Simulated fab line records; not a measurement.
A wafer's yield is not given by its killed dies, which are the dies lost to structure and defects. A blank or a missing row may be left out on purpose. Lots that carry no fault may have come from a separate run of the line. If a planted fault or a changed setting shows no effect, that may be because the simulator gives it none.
Matching of chambers :: flow n5-finfet :: N5_MOL_CONTACT_COAG_ALD_133 on ald-sin-02 has 4 sister chambers
The step deposits SiO2, target thk 5 nm, pulse time 1 s, co reactant pulse time 1 s. 4 wafers are shown with their chamber, then 10 later ones without.

== EACH WAFER AND ITS CHAMBER ==
wafer: L085.2
chamber: 2
heater-power-w (W): 83

wafer: L089.6
chamber: 0
heater-power-w (W): 70

wafer: L092.1
chamber: 1
heater-power-w (W): 71

wafer: L092.3
chamber: 3
heater-power-w (W): 74

== WAFERS WHOSE CHAMBER IS MISSING ==
wafer: L092.4
heater-power-w (W): 73

wafer: L094.1
heater-power-w (W): 71

wafer: L094.2
heater-power-w (W): 70

wafer: L094.3
heater-power-w (W): 72

wafer: L095.2
heater-power-w (W): 70

wafer: L095.3
heater-power-w (W): 73

wafer: L095.5
heater-power-w (W): 71

wafer: L096.2
heater-power-w (W): 84

wafer: L096.4
heater-power-w (W): 72

wafer: L096.5
heater-power-w (W): 71

== EACH ONE'S CHAMBER ==
wafer: L092.4
from the rows above: can't be placed: 3 or 1
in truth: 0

wafer: L094.1
from the rows above: can't be placed: 1 or 0
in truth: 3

wafer: L094.2
from the rows above: can't be placed: 0 or 1
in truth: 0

wafer: L094.3
from the rows above: can't be placed: 1 or 0 or 3
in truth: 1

wafer: L095.2
from the rows above: can't be placed: 0 or 1
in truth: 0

wafer: L095.3
from the rows above: can't be placed: 3 or 1
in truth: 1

wafer: L095.5
from the rows above: can't be placed: 1 or 0
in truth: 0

wafer: L096.2
from the rows above: 2
in truth: 2

wafer: L096.4
from the rows above: can't be placed: 1 or 0 or 3
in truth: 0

wafer: L096.5
from the rows above: can't be placed: 1 or 0
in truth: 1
1 of 10 placed correctly. From these rows, 9 cannot be placed; in 7 the true chamber is one of the candidates. 0 placed wrongly.
How it was worked out, from the rows above alone: a wafer's distance from a chamber is the root of the sum, over the readings, of the square of ((its reading less the chamber's mean) divided by the reading's scatter). The wafer belongs to the nearest chamber; if the next one is less than 2 further off, it can't be placed. For every chamber, the mean is computed from those of its wafers that are shown. The scatter: root of mean squared gap, hidden wafer to nearest shown wafer, with one shown wafer a chamber.
